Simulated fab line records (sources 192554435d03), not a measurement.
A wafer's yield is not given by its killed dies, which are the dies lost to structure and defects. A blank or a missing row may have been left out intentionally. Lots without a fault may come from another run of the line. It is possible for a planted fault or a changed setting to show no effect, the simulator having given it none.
Chamber matching || flow n5_finfet || N5_BEOL_M4_ETCH_64 on rie_diel-05 has 4 sister chambers
The step etches SOC in N2/H2, target depth 75 nm, overetch 22.5 nm, time 121.9 s. 7 wafers are shown with their chamber, then 8 later ones without.

WAFERS PAIRED WITH THEIR CHAMBERS
{"wafer": "L078.6", "chamber": 0, "throttle_valve_pct (%)": 17.81, "oes_product_au (a.u.)": 0.52}
{"wafer": "L085.4", "chamber": 2, "throttle_valve_pct (%)": 17.98, "oes_product_au (a.u.)": 0.54}
{"wafer": "L085.5", "chamber": 1, "throttle_valve_pct (%)": 17.36, "oes_product_au (a.u.)": 0.72}
{"wafer": "L083.2", "chamber": 3, "throttle_valve_pct (%)": 18.22, "oes_product_au (a.u.)": 0.52}
{"wafer": "L083.5", "chamber": 2, "throttle_valve_pct (%)": 18.01, "oes_product_au (a.u.)": 0.54}
{"wafer": "L083.6", "chamber": 1, "throttle_valve_pct (%)": 17.38, "oes_product_au (a.u.)": 0.70}
{"wafer": "L086.3", "chamber": 3, "throttle_valve_pct (%)": 18.21, "oes_product_au (a.u.)": 0.52}

WAFERS MISSING THEIR CHAMBER
{"wafer": "L086.4", "throttle_valve_pct (%)": 17.98, "oes_product_au (a.u.)": 0.53}
{"wafer": "L086.5", "throttle_valve_pct (%)": 18.23, "oes_product_au (a.u.)": 0.53}
{"wafer": "L089.2", "throttle_valve_pct (%)": 18.03, "oes_product_au (a.u.)": 0.53}
{"wafer": "L089.3", "throttle_valve_pct (%)": 17.45, "oes_product_au (a.u.)": 0.70}
{"wafer": "L089.6", "throttle_valve_pct (%)": 17.39, "oes_product_au (a.u.)": 0.68}
{"wafer": "L095.2", "throttle_valve_pct (%)": 18.03, "oes_product_au (a.u.)": 0.52}
{"wafer": "L095.5", "throttle_valve_pct (%)": 18.02, "oes_product_au (a.u.)": 0.52}
{"wafer": "L095.6", "throttle_valve_pct (%)": 17.82, "oes_product_au (a.u.)": 0.74}

WHICH CHAMBER EACH WENT THROUGH
{"wafer": "L086.4", "from the rows above": 2, "in truth": 2}
{"wafer": "L086.5", "from the rows above": 3, "in truth": 3}
{"wafer": "L089.2", "from the rows above": 2, "in truth": 2}
{"wafer": "L089.3", "from the rows above": 1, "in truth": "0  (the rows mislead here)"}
{"wafer": "L089.6", "from the rows above": 1, "in truth": 1}
{"wafer": "L095.2", "from the rows above": 2, "in truth": 2}
{"wafer": "L095.5", "from the rows above": 2, "in truth": 2}
{"wafer": "L095.6", "from the rows above": "can't be placed: 0 or 2", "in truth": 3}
6 of 8 placed correctly. Can't be placed from these rows: 1 (the true chamber is among the candidates in 0). 1 placed wrongly.
How it was worked out, from the rows above alone: a wafer's distance from a chamber is the root of the sum, over the readings, of the square of ((its reading less the chamber's mean) divided by the reading's scatter). If the next closest chamber is less than 2 further off than the closest, the wafer can't be placed; otherwise it belongs to the closest. For every chamber, the mean is computed from those of its wafers that are shown. The scatter: take each reading less its chamber's mean, square it, sum over the shown wafers, divide by the number of wafers less the number of chambers, and take the root.
